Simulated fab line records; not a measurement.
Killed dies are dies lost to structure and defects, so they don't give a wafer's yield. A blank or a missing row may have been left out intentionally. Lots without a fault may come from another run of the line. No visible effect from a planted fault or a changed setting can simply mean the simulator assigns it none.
Chamber matching    flow n5_finfet    N5_BEOL_M0_SAQP_ETCH_83 on rie_diel-05 has 4 sister chambers
The step etches SiARC in CF4, target depth 39 nm, time 65 s. 4 wafers are shown with their chamber, then 8 later ones without.

== WAFERS WITH THEIR CHAMBER ==
wafer   chamber  drypump_motor_current_A (A)
L080.1  2        5.32
L080.6  3        5.98
L082.2  0        5.51
L088.1  1        5.78

== WAFERS MISSING THEIR CHAMBER ==
wafer   drypump_motor_current_A (A)
L088.2  5.94
L088.3  5.31
L088.4  5.54
L088.5  5.76
L088.6  5.34
L092.1  5.78
L092.3  5.34
L092.4  5.46

== CHAMBER TAKEN BY EACH ==
wafer   from the rows above  in truth
L088.2  3                    3
L088.3  2                    2
L088.4  0                    0
L088.5  1                    1
L088.6  2                    2
L092.1  1                    1
L092.3  2                    2
L092.4  0                    0
8 of 8 placed correctly. Number that these rows cannot place: 0. Placed wrongly: 0.
How it was worked out, from the rows above alone: a wafer's distance from a chamber is the root of the sum, over the readings, of the square of ((its reading less the chamber's mean) divided by the reading's scatter). If the next closest chamber is less than 2 further off than the closest, the wafer can't be placed; otherwise it belongs to the closest. Each chamber's mean is taken over the wafers shown for it. The scatter: with one shown wafer a chamber, the root of the mean of the squares of how far each hidden wafer lies from its nearest shown one.
